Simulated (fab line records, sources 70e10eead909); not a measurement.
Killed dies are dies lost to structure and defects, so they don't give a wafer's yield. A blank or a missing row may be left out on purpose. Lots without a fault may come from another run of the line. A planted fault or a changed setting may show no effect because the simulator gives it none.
Which tool did it? | flow nand_harc | 12 lots, 36 wafers sampled, at 4 steps of a route of 1302

WHAT THE GAUGES READ, wafer by wafer
NHARC_THIN_TSV_THK_MEAS_02: measures by ir. Usual: thk_nm 2998 nm, standard deviation 240.
lot  | measured     | on            | thk_nm (nm)    | flag
L886 | day 23 20:51 | film_metro-02 | 2982 2980 3327 |
L887 | day 24 13:31 | film_metro-02 | 3156 3206 3235 |
L888 | day 24 09:23 | film_metro-02 | 3290 3296 3316 |
L889 | day 24 20:25 | film_metro-02 | 3047 3112 2831 |
L890 | day 24 21:35 | film_metro-01 | 3268 3042 2742 |
L893 | day 26 14:11 | film_metro-02 | 2728 2950 3103 |
L896 | day 28 19:04 | film_metro-02 | 2584 2818 2288 |
L899 | day 29 13:20 | film_metro-02 | 2974 2827 2837 |
L900 | day 29 14:35 | film_metro-01 | 2819 2600 2775 |
L901 | day 30 02:12 | film_metro-02 | 2857 2738 2756 |
L903 | day 30 11:11 | film_metro-02 | 2880 3065 3000 |
L909 | day 33 04:02 | film_metro-02 | 2802 2786 2873 |

NHARC_END_WLT_00. Usual: VT_DECK1_BOTTOM 0.873, standard deviation 0.0085; VT_DECK1_BOTTOM_INNER 0.873, standard deviation 0.0075; VT_DECK1_MEDIAN_NEAR_BOTTOM 0.874, standard deviation 0.008; VT_DECK1_MEDIAN_NEAR_BOTTOM_INNER 0.874, standard deviation 0.0081; VT_DECK1_MIDDLE 0.887, standard deviation 0.0074; VT_DECK1_MIDDLE_INNER 0.887, standard deviation 0.0078; VT_DECK1_TOP 0.899, standard deviation 0.0079; VT_DECK1_TOP_INNER 0.899, standard deviation 0.0082; VT_DECK2_BOTTOM 0.871, standard deviation 0.0086; VT_DECK2_BOTTOM_INNER 0.871, standard deviation 0.0089; VT_DECK2_MEDIAN_NEAR_BOTTOM 0.873, standard deviation 0.008; VT_DECK2_MEDIAN_NEAR_BOTTOM_INNER 0.872, standard deviation 0.0084; VT_DECK2_MIDDLE 0.884, standard deviation 0.0077; VT_DECK2_MIDDLE_INNER 0.884, standard deviation 0.0083; VT_DECK2_TOP 0.897, standard deviation 0.0083; VT_DECK2_TOP_INNER 0.897, standard deviation 0.0083.
lot  | measured     | on        | VT_DECK1_BOTTOM   | VT_DECK1_BOTTOM_INNER | VT_DECK1_MEDIAN_NEAR_BOTTOM | VT_DECK1_MEDIAN_NEAR_BOTTOM_INNER | VT_DECK1_MIDDLE   | VT_DECK1_MIDDLE_INNER | VT_DECK1_TOP      | VT_DECK1_TOP_INNER | VT_DECK2_BOTTOM   | VT_DECK2_BOTTOM_INNER | VT_DECK2_MEDIAN_NEAR_BOTTOM | VT_DECK2_MEDIAN_NEAR_BOTTOM_INNER | VT_DECK2_MIDDLE   | VT_DECK2_MIDDLE_INNER | VT_DECK2_TOP      | VT_DECK2_TOP_INNER | flag
L886 | day 24 10:19 | prober-02 | 0.876 0.872 0.863 | 0.878 0.873 0.871     | 0.884 0.874 0.867           | 0.883 0.873 0.865                 | 0.883 0.892 0.885 | 0.882 0.876 0.886     | 0.890 0.903 0.894 | 0.895 0.890 0.885  | 0.870 0.870 0.870 | 0.854 0.866 0.868     | 0.862 0.877 0.865           | 0.862 0.880 0.860                 | 0.878 0.884 0.874 | 0.877 0.877 0.888     | 0.900 0.892 0.896 | 0.894 0.895 0.889  |
L887 | day 25 04:37 | prober-01 | 0.868 0.859 0.868 | 0.867 0.878 0.864     | 0.864 0.863 0.869           | 0.869 0.868 0.861                 | 0.879 0.875 0.882 | 0.879 0.890 0.884     | 0.897 0.894 0.893 | 0.895 0.896 0.893  | 0.865 0.869 0.882 | 0.882 0.874 0.876     | 0.867 0.873 0.879           | 0.871 0.871 0.879                 | 0.888 0.887 0.887 | 0.885 0.888 0.891     | 0.899 0.899 0.907 | 0.907 0.903 0.897  |
L888 | day 24 22:46 | prober-02 | 0.875 0.882 0.863 | 0.876 0.881 0.869     | 0.883 0.870 0.867           | 0.878 0.878 0.874                 | 0.883 0.889 0.882 | 0.886 0.888 0.880     | 0.899 0.905 0.903 | 0.905 0.906 0.911  | 0.868 0.866 0.861 | 0.855 0.864 0.864     | 0.858 0.859 0.868           | 0.870 0.868 0.865                 | 0.875 0.868 0.870 | 0.873 0.870 0.878     | 0.899 0.886 0.885 | 0.879 0.889 0.881  |
L889 | day 25 09:43 | prober-02 | 0.882 0.876 0.884 | 0.885 0.873 0.876     | 0.882 0.890 0.881           | 0.880 0.894 0.881                 | 0.891 0.896 0.893 | 0.898 0.891 0.893     | 0.917 0.912 0.910 | 0.904 0.909 0.907  | 0.871 0.876 0.882 | 0.883 0.884 0.882     | 0.889 0.874 0.885           | 0.877 0.874 0.888                 | 0.896 0.897 0.897 | 0.900 0.893 0.904     | 0.913 0.916 0.912 | 0.904 0.919 0.915  |
L890 | day 25 12:52 | prober-01 | 0.884 0.875 0.875 | 0.875 0.885 0.875     | 0.882 0.886 0.874           | 0.882 0.886 0.874                 | 0.891 0.892 0.895 | 0.909 0.897 0.889     | 0.913 0.903 0.911 | 0.902 0.905 0.912  | 0.875 0.869 0.875 | 0.876 0.865 0.864     | 0.880 0.870 0.872           | 0.885 0.877 0.873                 | 0.885 0.888 0.891 | 0.881 0.891 0.886     | 0.892 0.891 0.896 | 0.904 0.897 0.889  |
L893 | day 27 03:11 | prober-02 | 0.873 0.873 0.863 | 0.867 0.868 0.870     | 0.872 0.870 0.866           | 0.873 0.861 0.865                 | 0.876 0.883 0.881 | 0.890 0.885 0.882     | 0.899 0.890 0.897 | 0.899 0.891 0.897  | 0.870 0.859 0.864 | 0.858 0.873 0.870     | 0.862 0.862 0.878           | 0.869 0.868 0.872                 | 0.883 0.876 0.883 | 0.881 0.877 0.885     | 0.889 0.899 0.902 | 0.883 0.902 0.899  |
L896 | day 29 09:41 | prober-02 | 0.863 0.882 0.872 | 0.874 0.872 0.867     | 0.870 0.868 0.869           | 0.870 0.871 0.864                 | 0.882 0.877 0.881 | 0.884 0.891 0.875     | 0.891 0.896 0.887 | 0.897 0.894 0.887  | 0.862 0.868 0.865 | 0.867 0.870 0.867     | 0.864 0.873 0.872           | 0.868 0.870 0.865                 | 0.881 0.883 0.880 | 0.878 0.889 0.871     | 0.894 0.890 0.899 | 0.893 0.896 0.896  |
L899 | day 30 02:32 | prober-02 | 0.855 0.861 0.870 | 0.860 0.863 0.867     | 0.867 0.866 0.865           | 0.863 0.864 0.862                 | 0.879 0.888 0.877 | 0.885 0.876 0.881     | 0.890 0.898 0.889 | 0.888 0.898 0.888  | 0.867 0.869 0.863 | 0.868 0.873 0.862     | 0.871 0.872 0.870           | 0.870 0.873 0.862                 | 0.884 0.884 0.880 | 0.881 0.880 0.879     | 0.896 0.897 0.893 | 0.890 0.889 0.896  |
L900 | day 30 03:01 | prober-01 | 0.863 0.874 0.872 | 0.864 0.866 0.862     | 0.865 0.875 0.871           | 0.867 0.870 0.876                 | 0.879 0.878 0.883 | 0.878 0.881 0.880     | 0.889 0.890 0.893 | 0.891 0.900 0.894  | 0.879 0.881 0.875 | 0.870 0.878 0.872     | 0.880 0.880 0.861           | 0.883 0.878 0.863                 | 0.887 0.890 0.889 | 0.895 0.891 0.887     | 0.904 0.907 0.892 | 0.905 0.914 0.898  |
L901 | day 30 16:10 | prober-02 | 0.870 0.877 0.878 | 0.874 0.869 0.875     | 0.877 0.876 0.875           | 0.883 0.875 0.876                 | 0.890 0.886 0.887 | 0.882 0.895 0.880     | 0.905 0.899 0.897 | 0.904 0.898 0.895  | 0.877 0.869 0.868 | 0.880 0.868 0.870     | 0.883 0.872 0.873           | 0.884 0.874 0.873                 | 0.886 0.886 0.882 | 0.884 0.879 0.884     | 0.897 0.896 0.897 | 0.896 0.900 0.893  |
L903 | day 31 01:16 | prober-02 | 0.860 0.855 0.865 | 0.859 0.860 0.864     | 0.873 0.861 0.863           | 0.869 0.864 0.867                 | 0.882 0.879 0.873 | 0.881 0.879 0.881     | 0.887 0.896 0.891 | 0.891 0.891 0.884  | 0.867 0.871 0.867 | 0.863 0.869 0.874     | 0.874 0.859 0.873           | 0.867 0.862 0.868                 | 0.885 0.878 0.885 | 0.880 0.885 0.886     | 0.899 0.904 0.896 | 0.901 0.890 0.898  |
L909 | day 33 17:50 | prober-01 | 0.880 0.871 0.865 | 0.879 0.878 0.874     | 0.878 0.868 0.870           | 0.881 0.871 0.866                 | 0.883 0.886 0.880 | 0.878 0.884 0.881     | 0.903 0.891 0.898 | 0.897 0.895 0.892  | 0.869 0.869 0.878 | 0.863 0.870 0.877     | 0.874 0.877 0.867           | 0.872 0.871 0.874                 | 0.886 0.884 0.892 | 0.881 0.893 0.889     | 0.902 0.896 0.901 | 0.907 0.897 0.898  |

NHARC_END_SORT_01. Usual: killed_at_array 55, standard deviation 20; killed_at_other 1.2, standard deviation 1.3; killed_at_periphery 4.0, standard deviation 3; killed_dies 60, standard deviation 21; killed_open 3.2, standard deviation 1.9; killed_short 2.5, standard deviation 1.6.
lot  | measured     | on        | killed_at_array | killed_at_other | killed_at_periphery | killed_dies | killed_open | killed_short | flag
L896 | day 29 12:41 | prober-02 | 30 21 24        | 2 2 2           | 645 654 651         | 677 677 677 | 3 3 4       | 5 1 2        | OFF
L899 | day 30 05:29 | prober-02 | 70 73 67        | 0 0 1           | 607 604 609         | 677 677 677 | 7 3 2       | 2 3 3        | OFF
L900 | day 30 06:19 | prober-01 | 38 50 47        | 1 1 0           | 6 5 2               | 45 56 49    | 6 6 2       | 2 3 4        |

WHICH TOOL RAN EACH LOT (tool, then ch and the chambers of the sampled wafers, then the start)
lot  | NHARC_P_ZERO_WELL_EXPOSE_21
L886 | krf_scanner-02 ch 0, day 1 22:19
L887 | krf_scanner-01 ch 0, day 2 08:28
L888 | krf_scanner-03 ch 0, day 2 18:26
L889 | krf_scanner-01 ch 0, day 3 04:50
L890 | krf_scanner-01 ch 0, day 3 14:41
L893 | krf_scanner-01 ch 0, day 4 20:18
L896 | krf_scanner-03 ch 0, day 6 02:25
L899 | krf_scanner-03 ch 0, day 7 08:56
L900 | krf_scanner-01 ch 0, day 7 18:26
L901 | krf_scanner-02 ch 0, day 8 04:33
L903 | krf_scanner-02 ch 0, day 9 00:18
L909 | krf_scanner-02 ch 0, day 11 12:11
- NHARC_P_ZERO_WELL_EXPOSE_21: exposes mask P NWELL, target cd 720 nm.

WHAT THE TOOLS THEMSELVES READ (means of the sampled wafers that have a number; where no wafer has one, the mark that the record gives instead)
NHARC_P_ZERO_WELL_EXPOSE_21. Usual: focus_offset_nm 0.0 nm, standard deviation 0.53; reticle_temp_C 23.01 C, standard deviation 0.11.
lot  | tool           | focus_offset_nm (nm) | reticle_temp_C (C) | flag
L886 | krf_scanner-02 | 0.4                  | 23.06              |
L887 | krf_scanner-01 | -0.8                 | 22.94              |
L888 | krf_scanner-03 | 0.6                  | 22.97              |
L889 | krf_scanner-01 | 0.6                  | 23.10              |
L890 | krf_scanner-01 | 0.1                  | 23.07              |
L893 | krf_scanner-01 | -0.6                 | 23.00              |
L896 | krf_scanner-03 | 0.6                  | 23.19              |
L899 | krf_scanner-03 | -0.1                 | 23.05              |
L900 | krf_scanner-01 | -0.2                 | 22.99              |
L901 | krf_scanner-02 | -0.3                 | 22.92              |
L903 | krf_scanner-02 | 0.2                  | 22.95              |
L909 | krf_scanner-02 | -0.6                 | 22.99              |

THE ANSWER, worked out from the rows above alone
Rule: a lot is off if the mean of its wafers that have a number lies more than 3 standard deviations from the usual mean. A lot without any number at a reading at which 4 lots or more have one is off too. The other lots that the step has rows for count as sound. The gauges are gone through in route order, then the tools' own readings, and for those a lot's mean is taken as printed above. The first step at which some lot is off is used, and at that step the reading that is off furthest; a lot without a number counts as furthest.
Off: L896, L899, at NHARC_END_SORT_01 (killed_at_periphery). Neither off nor sound, because the step has no rows for them: L886, L887, L888, L889, L890, L893, L901, L903, L909.
A tool fits if, at a process step before that reading, it ran every lot that is off, and no sound lot after the first of them. The gauges at NHARC_END_SORT_01 are tried like those tools. Can't be told from this: 2 tools fit, krf_scanner-03 at NHARC_P_ZERO_WELL_EXPOSE_21, prober-02 at NHARC_END_SORT_01.

WHAT THE SIMULATOR HAD PUT IN
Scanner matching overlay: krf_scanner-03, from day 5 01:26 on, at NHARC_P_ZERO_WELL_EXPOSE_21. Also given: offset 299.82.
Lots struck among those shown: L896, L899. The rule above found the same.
